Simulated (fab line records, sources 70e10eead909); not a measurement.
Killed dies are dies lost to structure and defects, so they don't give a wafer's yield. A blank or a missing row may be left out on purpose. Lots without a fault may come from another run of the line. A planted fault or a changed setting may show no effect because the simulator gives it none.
Chamber matching | flow nand_harc | NHARC_P_M0_ETCH_34 on rie_diel-13: 4 sister chambers
The step etches the open film in N2/H2, target depth 40 nm, overetch 12 nm, time 43.94 s. 14 wafers are shown with their chamber, then 7 later ones without.

WAFERS WITH THEIR CHAMBER
wafer  | chamber | drypump_motor_current_A (A) | showerhead_plenum_p_Torr (Torr) | oes_product_au (a.u.)
L076.1 | 3       | 5.5                         | 1.96                            | 1.009
L076.3 | 1       | 5.4                         | 1.95                            | 1.002
L076.6 | 2       | 6.6                         | 2.02                            | 1.004
L078.1 | 3       | 5.5                         | 1.96                            | 0.993
L078.2 | 0       | 5.5                         | 1.89                            | 0.981
L078.6 | 3       | 5.6                         | 1.96                            | 0.991
L081.3 | 1       | 5.3                         | 1.95                            | 1.006
L081.5 | 2       | 6.6                         | 2.01                            | 0.999
L081.6 | 3       | 5.6                         | 1.96                            | 0.999
L086.4 | 3       | 5.5                         | 1.95                            | 0.992
L086.5 | 0       | 5.5                         | 1.89                            | 0.980
L086.6 | 2       | 6.6                         | 2.00                            | 1.004
L090.3 | 3       | 5.5                         | 1.94                            | 1.005
L090.4 | 1       | 5.3                         | 1.94                            | 0.999

SIGNATURES (means of the wafers above)
reading                  | chamber 0 | chamber 1 | chamber 2 | chamber 3 | scatter within a chamber
drypump_motor_current_A  | 5.500     | 5.333     | 6.600     | 5.533     | 0.0447
showerhead_plenum_p_Torr | 1.8900    | 1.9467    | 2.0100    | 1.9550    | 0.00785
oes_product_au           | 0.98050   | 1.00233   | 1.00233   | 0.99817   | 0.00568
Rule: a wafer's distance from a chamber is the root of the sum, over the readings, of the square of ((its reading less the chamber's mean) divided by the reading's scatter). The wafer belongs to the nearest chamber; if the next one is less than 2 further off, it can't be placed. The scatter: the root of (the sum of the squares of (reading less its chamber's mean) over the shown wafers, divided by (wafers less chambers)).

WAFERS WITHOUT THEIR CHAMBER
wafer  | drypump_motor_current_A (A) | showerhead_plenum_p_Torr (Torr) | oes_product_au (a.u.)
L090.6 | 5.5                         | 1.95                            | 0.995
L093.3 | 5.5                         | 1.94                            | 1.003
L093.4 | 5.4                         | 1.94                            | 1.010
L093.5 | 6.6                         | 1.99                            | 1.000
L094.1 | 5.5                         | 1.88                            | 0.992
L094.2 | 5.4                         | 1.93                            | 1.002
L094.5 | 5.5                         | 1.94                            | 1.000

WHICH CHAMBER EACH WENT THROUGH
wafer  | from the rows above     | in truth
L090.6 | 3                       | 3
L093.3 | can't be placed: 3 or 1 | 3
L093.4 | can't be placed: 1 or 3 | 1
L093.5 | 2                       | 2
L094.1 | 0                       | 0
L094.2 | can't be placed: 1 or 3 | 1
L094.5 | can't be placed: 3 or 1 | 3
Placed correctly: 3 of 7. Can't be placed from these rows: 4 (the true chamber is among the candidates in 4). Placed wrongly: 0.
